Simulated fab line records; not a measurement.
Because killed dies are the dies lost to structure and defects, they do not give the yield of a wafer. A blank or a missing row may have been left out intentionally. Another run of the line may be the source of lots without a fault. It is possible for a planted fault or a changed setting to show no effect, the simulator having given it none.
Which of the tools did it?	flow n5 finfet	20 lots with 60 wafers sampled at 6 steps, on a route of 1938 steps

## WHAT THE GAUGES SHOWED, per wafer
N5_BEOL_M6_THK_MEAS_53: measures by xrf. Usual: for M6_THK the level is 79.7 nm and the standard deviation is 2.5.
lot	measured	on	M6_THK (nm)	flag
L074	day 9 22:47	film metro-02	84.9 82.2 84.1	
L075	day 11 05:39	film metro-02	80.7 80.0 76.7	
L078	day 11 06:37	film metro-01	78.6 82.4 80.8	
L077	day 11 13:22	film metro-01	77.3 74.3 81.1	
L079	day 11 19:28	film metro-02	78.2 76.5 81.9	
L082	day 12 08:28	film metro-02	77.4 80.5 78.0	
L081	day 12 16:46	film metro-02	76.5 76.1 80.3	
L080	day 12 18:45	film metro-02	77.8 77.1 77.6	
L084	day 13 01:45	film metro-02	77.2 78.4 78.3	
L085	day 13 09:56	film metro-02	80.1 82.0 78.6	
L088	day 13 15:43	film metro-01	83.4 80.9 76.2	
L087	day 14 03:07	film metro-01	86.9 83.5 80.7	
L089	day 14 08:24	film metro-01	80.6 85.3 85.3	
L086	day 14 10:58	film metro-02	82.1 76.1 77.7	
L091	day 14 12:23	film metro-01	84.1 80.0 82.0	
L093	day 15 02:19	film metro-02	76.8 74.9 76.6	
L090	day 15 08:11	film metro-02	76.5 81.1 81.0	
L092	day 15 07:44	film metro-02	80.0 79.1 79.2	
L094	day 15 20:09	film metro-02	75.7 74.7 79.1	
L097	day 16 10:31	film metro-02	77.8 82.0 80.8	

## TOOL THAT RAN EACH LOT (tool first, then ch and the chambers of the sampled wafers, then the start)
lot	N5_BEOL_M6_ETCH_65	N5_BEOL_M6_ETCH_66	N5_BEOL_M6_TRENCH_ETCH_37	N5_BEOL_M6_DEGAS_44	N5_BEOL_M6_SPUTTER_48
L074	rie diel-04 ch 2,3, day 9 20:22	rie diel-04 ch 2,3, day 9 20:23	rie diel-04 ch 2,3, day 9 21:20 or earlier	pvd sputter-03, day 9 21:20	pvd sputter-01, day 9 21:58
L075	rie diel-04 ch 0,1,3, day 11 01:39	rie diel-04 ch 0,1,3, day 11 01:41	rie diel-04 ch 0,1,3, day 11 02:34 or earlier	pvd sputter-01, day 11 02:34	pvd sputter-01, day 11 04:51
L078	rie diel-05 ch 1,2, day 11 01:49	rie diel-05 ch 1,2, day 11 01:51	rie diel-05 ch 1,2, day 11 04:56 or earlier	pvd sputter-01, day 11 04:56	pvd sputter-03, day 11 05:48
L077	rie diel-05 ch 1,2, day 11 10:13	rie diel-05 ch 1,2, day 11 10:14	rie diel-05 ch 1,2, day 11 11:14 or earlier	pvd sputter-01, day 11 11:14	pvd sputter-01, day 11 12:16
L079	rie diel-05 ch 1,2, day 11 16:17	rie diel-05 ch 1,2, day 11 16:19	rie diel-05 ch 1,2, day 11 17:34 or earlier	pvd sputter-02, day 11 17:34	pvd sputter-01, day 11 18:40
L082	rie diel-04 ch 1,3, day 12 05:16	rie diel-04 ch 1,3, day 12 05:17	rie diel-04 ch 1,3, day 12 06:28 or earlier	pvd sputter-03, day 12 06:28	pvd sputter-02, day 12 07:29
L081	rie diel-01 ch 0,2,3, day 12 12:52	rie diel-01 ch 0,2,3, day 12 12:53	rie diel-01 ch 0,2,3, day 12 15:12 or earlier	pvd sputter-03, day 12 15:12	pvd sputter-01, day 12 15:53
L080	rie diel-01 ch 1,3, day 12 15:19	rie diel-01 ch 1,3, day 12 15:20	rie diel-01 ch 1,3, day 12 16:18 or earlier	pvd sputter-01, day 12 16:18	pvd sputter-02, day 12 17:57
L084	rie diel-01 ch 1,2, day 12 22:47	rie diel-01 ch 1,2, day 12 22:49	rie diel-01 ch 1,2, day 13 00:07 or earlier	pvd sputter-01, day 13 00:07	pvd sputter-02, day 13 00:43
L085	rie diel-04 ch 0,1,3, day 13 07:10	rie diel-04 ch 0,1,3, day 13 07:11	rie diel-04 ch 0,1,3, day 13 08:08 or earlier	pvd sputter-03, day 13 08:08	pvd sputter-01, day 13 08:49
L088	rie diel-04 ch 0,2, day 13 13:00	rie diel-04 ch 0,2, day 13 13:02	rie diel-04 ch 0,2, day 13 14:02 or earlier	pvd sputter-03, day 13 14:02	pvd sputter-02, day 13 14:44
L087	rie diel-05 ch 2,3, day 14 00:11	rie diel-05 ch 2,3, day 14 00:13	rie diel-05 ch 2,3, day 14 01:13 or earlier	pvd sputter-03, day 14 01:13	pvd sputter-02, day 14 01:58
L089	rie diel-05 ch 0,2,3, day 14 04:49	rie diel-05 ch 0,2,3, day 14 04:51	rie diel-05 ch 0,2,3, day 14 05:59 or earlier	pvd sputter-01, day 14 05:59	pvd sputter-02, day 14 07:07
L086	rie diel-05 ch 0,3, day 14 06:34	rie diel-05 ch 0,3, day 14 06:35	rie diel-05 ch 0,3, day 14 09:27 or earlier	pvd sputter-03, day 14 09:27	pvd sputter-03, day 14 10:10
L091	rie diel-04 ch 2,3, day 14 09:14	rie diel-04 ch 2,3, day 14 09:16	rie diel-04 ch 2,3, day 14 10:22 or earlier	pvd sputter-03, day 14 10:22	pvd sputter-02, day 14 11:07
L093	rie diel-01 ch 1,3, day 14 22:48	rie diel-01 ch 1,3, day 14 22:50	rie diel-01 ch 1,3, day 15 00:14 or earlier	pvd sputter-03, day 15 00:14	pvd sputter-01, day 15 01:30
L090	rie diel-04 ch 1,3, day 15 04:54	rie diel-04 ch 1,3, day 15 04:56	rie diel-04 ch 1,3, day 15 06:07 or earlier	pvd sputter-01, day 15 06:07	pvd sputter-01, day 15 07:04
L092	rie diel-05 ch 0,1, day 15 05:01	rie diel-05 ch 0,1, day 15 05:03	rie diel-05 ch 0,1, day 15 06:02 or earlier	pvd sputter-03, day 15 06:02	pvd sputter-01, day 15 06:56
L094	rie diel-01 ch 0,1,3, day 15 15:19	rie diel-01 ch 0,1,3, day 15 15:21	rie diel-01 ch 0,1,3, day 15 18:17 or earlier	pvd sputter-02, day 15 18:17	pvd sputter-03, day 15 19:03
L097	rie diel-04 ch 0,1, day 16 08:09	rie diel-04 ch 0,1, day 16 08:11	rie diel-04 ch 0,1, day 16 09:04 or earlier	pvd sputter-02, day 16 09:04	pvd sputter-03, day 16 09:40
- N5_BEOL_M6_ETCH_65: etches SiARC in CF4, target depth 15.6 nm, time 26 s.
- N5_BEOL_M6_ETCH_66: etches SOC in N2/H2, target depth 80 nm, overetch 16 nm, time 120 s.
- N5_BEOL_M6_TRENCH_ETCH_37: etches SiCOH lowk in C4F6/O2, target depth 94.435 nm, time 31.5 s.
- N5_BEOL_M6_DEGAS_44: time 60 s.
- N5_BEOL_M6_SPUTTER_48: material Cu, target thk 10 nm, time 1.667 s.

## WHAT THE TOOLS THEMSELVES READ (means of the sampled wafers that have a number; where no wafer has one, the mark that the record gives instead)
N5_BEOL_M6_ETCH_65. Usual: bias w 36.00 W, standard deviation 0.11; drypump motor current A 5.6 A, standard deviation 0.4; etch rf on time s 25.7 s, standard deviation 0.77; mfc ar sccm 100.0 sccm, standard deviation 0.3; oes product au 0.66 a.u., standard deviation 0.072; rf fwd power W 531.7 W, standard deviation 1.4; rf vpp V 183.7 V, standard deviation 1.2; showerhead plenum p Torr 2.12 Torr, standard deviation 0.081; throttle valve pct 15.66 %, standard deviation 0.26.
lot	tool	bias w (W)	drypump motor current A (A)	etch rf on time s (s)	mfc ar sccm (sccm)	oes product au (a.u.)	rf fwd power W (W)	rf vpp V (V)	showerhead plenum p Torr (Torr)	throttle valve pct (%)	flag
L074	rie diel-04	35.98	5.6	24.8	100.2	0.73	531.6	184.4	2.15	15.76	
L075	rie diel-04	36.07	5.8	25.7	99.8	0.65	531.4	183.3	2.08	15.61	
L078	rie diel-05	35.91	5.9	25.4	100.0	0.64	533.1	183.7	2.15	15.81	
L077	rie diel-05	35.82	5.6	26.1	100.1	0.61	531.5	184.0	2.17	15.80	
L079	rie diel-05	35.91	5.6	26.3	99.8	0.60	531.5	183.7	2.17	15.81	
L082	rie diel-04	36.05	5.9	25.7	100.0	0.63	531.2	182.9	2.05	15.89	
L081	rie diel-01	36.05	5.5	26.0	100.2	0.68	531.5	183.5	2.11	15.63	
L080	rie diel-01	36.09	5.3	26.4	100.2	0.64	531.5	184.0	2.11	15.69	
L084	rie diel-01	35.96	5.3	26.0	100.4	0.61	532.2	184.0	2.14	15.68	
L085	rie diel-04	35.99	5.8	25.7	100.2	0.63	532.0	183.7	2.07	15.64	
L088	rie diel-04	36.07	5.7	26.2	100.0	0.66	532.2	183.4	2.14	15.46	
L087	rie diel-05	35.89	5.4	25.2	99.9	0.80	532.3	185.9	2.22	15.30	
L089	rie diel-05	36.06	5.3	25.7	99.9	0.72	529.8	184.3	2.17	15.35	
L086	rie diel-05	35.96	5.2	25.9	100.3	0.67	532.6	183.4	2.11	15.42	
L091	rie diel-04	36.05	5.5	24.5	99.6	0.67	533.2	183.8	2.09	15.76	
L093	rie diel-01	35.98	5.3	26.7	100.1	0.62	530.9	183.2	2.10	15.74	
L090	rie diel-04	36.03	5.7	25.4	100.1	0.62	531.6	182.0	2.04	15.82	
L092	rie diel-05	35.94	5.5	26.5	99.7	0.60	532.5	183.5	2.05	15.67	
L094	rie diel-01	36.08	5.7	26.0	100.1	0.67	532.8	184.5	2.15	15.61	
L097	rie diel-04	35.99	6.0	26.0	100.1	0.59	530.8	182.5	2.06	15.81	

N5_BEOL_M6_ETCH_66. Usual: bias w is 150.0 W with standard deviation 0.44, drypump motor current A is 5.6 A with standard deviation 0.41, oes product au is 0.59 a.u. with standard deviation 0.058, rf fwd power W is 834.6 W with standard deviation 2.7, rf vpp V is 523.2 V with standard deviation 2.8, showerhead plenum p Torr is 2.51 Torr with standard deviation 0.093, and throttle valve pct is 17.81 % with standard deviation 0.29.
lot	tool	bias w (W)	drypump motor current A (A)	oes product au (a.u.)	rf fwd power W (W)	rf vpp V (V)	showerhead plenum p Torr (Torr)	throttle valve pct (%)	flag
L074	rie diel-04	150.0	5.6	0.64	834.3	524.3	2.53	17.82	
L075	rie diel-04	150.2	5.9	0.57	834.5	521.7	2.47	17.81	
L078	rie diel-05	150.0	5.9	0.57	833.5	524.4	2.53	17.87	
L077	rie diel-05	150.2	5.6	0.55	834.4	525.1	2.55	17.76	
L079	rie diel-05	149.7	5.6	0.55	833.3	525.0	2.55	17.76	
L082	rie diel-04	149.9	6.0	0.56	837.5	520.8	2.42	17.98	
L081	rie diel-01	150.0	5.5	0.61	833.9	523.2	2.50	17.85	
L080	rie diel-01	150.2	5.3	0.58	836.0	523.1	2.49	17.78	
L084	rie diel-01	150.1	5.3	0.55	832.6	524.3	2.58	18.16	
L085	rie diel-04	150.0	5.8	0.55	834.4	521.4	2.46	17.85	
L088	rie diel-04	150.2	5.7	0.59	836.5	522.9	2.55	17.72	
L087	rie diel-05	150.2	5.4	0.70	835.1	526.6	2.60	17.21	
L089	rie diel-05	150.5	5.3	0.64	832.2	524.9	2.55	17.41	
L086	rie diel-05	150.1	5.2	0.59	838.8	523.2	2.50	17.62	
L091	rie diel-04	150.0	5.5	0.58	834.1	522.3	2.46	17.84	
L093	rie diel-01	150.1	5.3	0.56	834.8	522.7	2.48	17.82	
L090	rie diel-04	150.0	5.7	0.55	832.7	520.1	2.41	17.92	
L092	rie diel-05	149.4	5.5	0.54	835.6	521.8	2.43	17.95	
L094	rie diel-01	149.7	5.7	0.60	836.1	524.8	2.54	17.73	
L097	rie diel-04	149.7	6.0	0.54	835.9	521.0	2.45	18.01	

N5_BEOL_M6_TRENCH_ETCH_37. Usual: bias w 185.0 W, standard deviation 0.52; drypump motor current A 5.6 A, standard deviation 0.4; mfc ar sccm 300.2 sccm, standard deviation 0.79; oes product au 0.77 a.u., standard deviation 0.085; rf fwd power W 339.9 W, standard deviation 1.6; rf vpp V 667 V, standard deviation 18; showerhead plenum p Torr 2.83 Torr, standard deviation 0.11; throttle valve pct 21.01 %, standard deviation 0.25.
lot	tool	bias w (W)	drypump motor current A (A)	mfc ar sccm (sccm)	oes product au (a.u.)	rf fwd power W (W)	rf vpp V (V)	showerhead plenum p Torr (Torr)	throttle valve pct (%)	flag
L074	rie diel-04	185.0	5.6	301.2	0.86	339.2	658	2.86	21.15	
L075	rie diel-04	185.1	5.8	299.7	0.75	339.8	666	2.76	20.87	
L078	rie diel-05	185.3	5.9	299.8	0.74	338.1	669	2.87	21.22	
L077	rie diel-05	184.9	5.6	300.5	0.70	339.7	670	2.91	21.21	
L079	rie diel-05	184.8	5.6	300.1	0.71	339.7	670	2.91	21.20	
L082	rie diel-04	184.7	6.0	300.2	0.73	340.8	650	2.73	21.15	
L081	rie diel-01	184.3	5.5	300.5	0.79	339.5	660	2.82	21.00	
L080	rie diel-01	184.7	5.3	300.5	0.75	340.5	683	2.80	20.97	
L084	rie diel-01	184.7	5.4	299.8	0.71	341.2	671	2.88	21.09	
L085	rie diel-04	185.6	5.8	300.7	0.73	340.3	665	2.75	20.90	
L088	rie diel-04	184.7	5.7	300.5	0.78	339.2	689	2.86	20.78	
L087	rie diel-05	184.9	5.4	300.2	0.94	339.3	671	2.98	20.81	
L089	rie diel-05	185.1	5.3	300.7	0.86	339.9	667	2.89	20.79	
L086	rie diel-05	184.8	5.3	300.1	0.78	340.9	665	2.81	20.76	
L091	rie diel-04	185.3	5.5	300.8	0.77	340.0	649	2.78	21.07	
L093	rie diel-01	185.0	5.3	299.9	0.73	339.0	684	2.80	21.02	
L090	rie diel-04	184.6	5.7	301.2	0.72	341.5	645	2.71	21.07	
L092	rie diel-05	184.4	5.5	300.5	0.71	339.3	665	2.73	20.98	
L094	rie diel-01	185.0	5.7	300.0	0.78	340.1	677	2.86	20.95	
L097	rie diel-04	184.6	6.0	300.6	0.70	339.8	669	2.75	21.06	

N5_BEOL_M6_DEGAS_44. Usual: heater power w 333 W, standard deviation 22; susceptor temp C 250.00 C, standard deviation 0.18.
lot	tool	heater power w (W)	susceptor temp C (C)	flag
L074	pvd sputter-03	349	249.85	
L075	pvd sputter-01	338	250.07	
L078	pvd sputter-01	335	249.89	
L077	pvd sputter-01	351	249.91	
L079	pvd sputter-02	313	250.10	
L082	pvd sputter-03	334	250.06	
L081	pvd sputter-03	320	250.18	
L080	pvd sputter-01	352	249.94	
L084	pvd sputter-01	355	250.18	
L085	pvd sputter-03	332	249.80	
L088	pvd sputter-03	331	249.98	
L087	pvd sputter-03	329	250.16	
L089	pvd sputter-01	331	249.99	
L086	pvd sputter-03	323	249.95	
L091	pvd sputter-03	349	250.03	
L093	pvd sputter-03	322	249.87	
L090	pvd sputter-01	337	250.15	
L092	pvd sputter-03	332	250.12	
L094	pvd sputter-02	296	249.92	
L097	pvd sputter-02	312	249.98	

N5_BEOL_M6_SPUTTER_48. Usual: susceptor temp C -20.00 C, standard deviation 0.1; throttle valve pct 29.6 %, standard deviation 0.87.
lot	tool	susceptor temp C (C)	throttle valve pct (%)	flag
L074	pvd sputter-01	-20.12	30.8	
L075	pvd sputter-01	-19.99	29.6	
L078	pvd sputter-03	-20.02	28.9	
L077	pvd sputter-01	-20.03	29.3	
L079	pvd sputter-01	-20.02	30.1	
L082	pvd sputter-02	-19.98	29.6	
L081	pvd sputter-01	-20.05	30.0	
L080	pvd sputter-02	-20.00	29.8	
L084	pvd sputter-02	-19.95	29.7	
L085	pvd sputter-01	-20.01	29.5	
L088	pvd sputter-02	-19.99	29.9	
L087	pvd sputter-02	-20.04	29.4	
L089	pvd sputter-02	-20.08	29.7	
L086	pvd sputter-03	-20.04	29.6	
L091	pvd sputter-02	-20.00	30.0	
L093	pvd sputter-01	-20.01	29.8	
L090	pvd sputter-01	-20.03	29.2	
L092	pvd sputter-01	-19.97	30.1	
L094	pvd sputter-03	-19.90	29.2	
L097	pvd sputter-03	-20.09	30.4	

## THE ANSWER, worked out from the rows above alone
Rule: a lot counts as off when the mean over its wafers that have a number is more than 3 standard deviations away from the usual mean. Also off: a lot with no number at a reading for which 4 or more lots have one. All remaining lots with rows at the step are treated as sound. Order of review: gauges by route order, followed by the tools' own readings, for which a lot's mean as printed above is used. At the first step where some lot is off, the reading lying furthest off is the one used; lots without a number count as furthest.
Nothing can be told from this: no lot is off at any reading shown.

## WHAT THE SIMULATOR HAD INSERTED
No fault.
